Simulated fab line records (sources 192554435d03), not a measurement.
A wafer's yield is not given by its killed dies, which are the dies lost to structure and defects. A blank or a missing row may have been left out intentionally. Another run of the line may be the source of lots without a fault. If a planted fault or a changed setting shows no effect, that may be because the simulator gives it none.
Split-lot study | flow n5Finfet | 7 lots, 39 wafers read, on a route of 1938 steps

## THE SPLIT ITSELF
At N5_BEOL_M5_ILD_DEP_00 (deposits SiCOH lowk from DEMS/porogen, target thk 140.64 nm, time 25.9 s), the setting timeS was moved away from the recipe's 25.9 s on 15 of the 39 wafers read, by -26.6% to +59.2%. This setting was run at the recipe's value on the other wafers.

## FROM SPLIT TO READING: 1 step shown by the file between the two
- N5_BEOL_M5_CURE_79: cures SiCOH lowk, time 240 s

## THE READING
At N5_BEOL_M5_THK_MEAS_01: M5_ILD_THK, given in nm. Typical for fault-free wafers on this fab line: 120.7 nm, with standard deviation 1.7 nm.

wafer  | tool, chamber at the split | timeS as run, s | against the recipe | M5_ILD_THK, nm | against lot-mates on the recipe
L076.1 | pecvd-01, 2                | 25.9            | recipe             | 117.3          | -
L076.3 | pecvd-01, 0                | 25.9            | recipe             | 119.0          | -
L076.6 | pecvd-01, 2                | 25.9            | recipe             | 119.9          | -
L081.1 | pecvd-02, 0                | 25.9            | recipe             | 119.6          | -
L081.2 | pecvd-02, 2                | 25.9            | recipe             | 119.9          | -
L081.3 | pecvd-02, 1                | 25.9            | recipe             | 118.0          | -
L081.4 | pecvd-02, 1,2              | 25.9            | recipe             | 121.4          | -
L081.5 | pecvd-02, 1,2              | 25.9            | recipe             | 121.5          | -
L081.6 | pecvd-02, 0                | 25.9            | recipe             | 122.8          | -
L085.1 | pecvd-04, 2                | 25.9            | recipe             | 121.8          | -
L085.2 | pecvd-04, 1                | 20.82           | -19.6%             | 93.7           | -27.8
L085.3 | pecvd-04, 2                | 20.82           | -19.6%             | 98.7           | -22.8
L085.4 | pecvd-04, 1                | 25.9            | recipe             | 120.2          | -
L085.5 | pecvd-04, 1                | 20.82           | -19.6%             | 97.0           | -24.5
L085.6 | pecvd-04, 2                | 25.9            | recipe             | 122.5          | -
L086.1 | pecvd-01, 2                | 25.9            | recipe             | 117.8          | -
L086.2 | pecvd-01, 0                | 41.22           | +59.2%             | 188.9          | +69.2
L086.3 | pecvd-01, 1                | 41.22           | +59.2%             | 189.6          | +69.9
L086.4 | pecvd-01, 2                | 25.9            | recipe             | 121.0          | -
L086.5 | pecvd-01, 1                | 41.22           | +59.2%             | 190.7          | +71.0
L086.6 | pecvd-01, 0                | 25.9            | recipe             | 120.4          | -
L089.1 | pecvd-01, 1                | 25.9            | recipe             | 119.4          | -
L089.2 | pecvd-01, 0                | 33.81           | +30.5%             | 155.8          | +35.3
L089.3 | pecvd-01, 2                | 25.9            | recipe             | 119.7          | -
L089.4 | pecvd-01, 1                | 33.81           | +30.5%             | 157.8          | +37.3
L089.5 | pecvd-01, 2                | 25.9            | recipe             | 122.4          | -
L089.6 | pecvd-01, 0                | 33.81           | +30.5%             | 158.6          | +38.1
L088.1 | pecvd-04, 2                | 25.9            | recipe             | 120.3          | -
L088.2 | pecvd-04, 0                | 25.9            | recipe             | 116.6          | -
L088.3 | pecvd-04, 1                | 19.02           | -26.6%             | 88.0           | -31.6
L088.4 | pecvd-04, 1                | 19.02           | -26.6%             | 89.0           | -30.6
L088.5 | pecvd-04, 0                | 19.02           | -26.6%             | 87.2           | -32.4
L088.6 | pecvd-04, 2                | 25.9            | recipe             | 121.9          | -
L096.1 | pecvd-04, 1                | 38.26           | +47.7%             | 175.4          | +54.5
L096.2 | pecvd-04, 0                | 25.9            | recipe             | 119.7          | -
L096.3 | pecvd-04, 2                | 38.26           | +47.7%             | 176.5          | +55.6
L096.4 | pecvd-04, 0                | 25.9            | recipe             | 121.6          | -
L096.5 | pecvd-04, 1                | 25.9            | recipe             | 121.3          | -
L096.6 | pecvd-04, 2                | 38.26           | +47.7%             | 179.3          | +58.4
The file does not say which wafer passed through which chamber wherever a row lists several chambers: such a row stands for several wafers.

FIT RESULTS
A straight line over all 39 wafers: M5_ILD_THK changes by +1.19 nm for each +1% of timeS; r = +1.00; the points scatter about the line by 1.6 nm.
The same after taking each lot's own level away (the mean of its wafers on the recipe; 39 wafers): +1.19 nm for each +1%; r = +1.00; scatter 1.5 nm.
According to that fit, moving timeS by its largest amount changes the reading by 70 nm.
Measured against the standard deviation above, the lots' own levels, which go from 118.73 to 121.50 nm, span 1.6 times it.
The two slopes are in agreement: the lot-to-lot level therefore moves the slope only a little.
Check: +70.5 nm against its lot-mates is what the line predicts for one of the wafers moved furthest among these (+59.2%) when that wafer is left out of the fit. Against them it came out at +69.2 nm.

## ADDITIONAL SPLITS CARRIED BY THESE WAFERS
Before the reading, these wafers also passed through other splits. Each is held against what the fit with the lots' levels taken away leaves over:
other split on the same wafers | wafers away from the commonest value | r with M5_ILD_THK (lot level and that fit taken away)
N5_SD_EPI_N_EPI_21 timeS       | 12                                   | +0.21
N5_BEOL_M0_SAQP_PECVD_00 timeS | 18                                   | -0.11
N5_BEOL_M3_ETCH_64 timeS       | 15                                   | +0.14

## THE WHOLE CHAIN: every reading that the file lists as answering this split, in the file's order
step                   | what it does                                                             | reading                                                                                 | change (the file's fit)              | r (the file's)
N5_BEOL_M5_ILD_DEP_00  | deposits SiCOH lowk from DEMS/porogen, target thk 140.64 nm, time 25.9 s | SiCOH_lowk_of_BEOL_M5_ILD_DEP_00.thkNm (the simulator's own value, which no gauge read) | +1.37 nm for each +1% of the setting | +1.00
N5_BEOL_M5_CURE_79     | cures SiCOH lowk, time 240 s                                             | SiCOH_lowk_of_BEOL_M5_ILD_DEP_00.thkNm (the simulator's own value, which no gauge read) | +1.19 nm for each +1% of the setting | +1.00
N5_BEOL_M5_THK_MEAS_01 |                                                                          | M5_ILD_THK                                                                              | +1.19 for each +1% of the setting    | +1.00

## FILE'S OWN FIT
M5_ILD_THK changes by +1.19 nm for each +1% of timeS, r = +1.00.
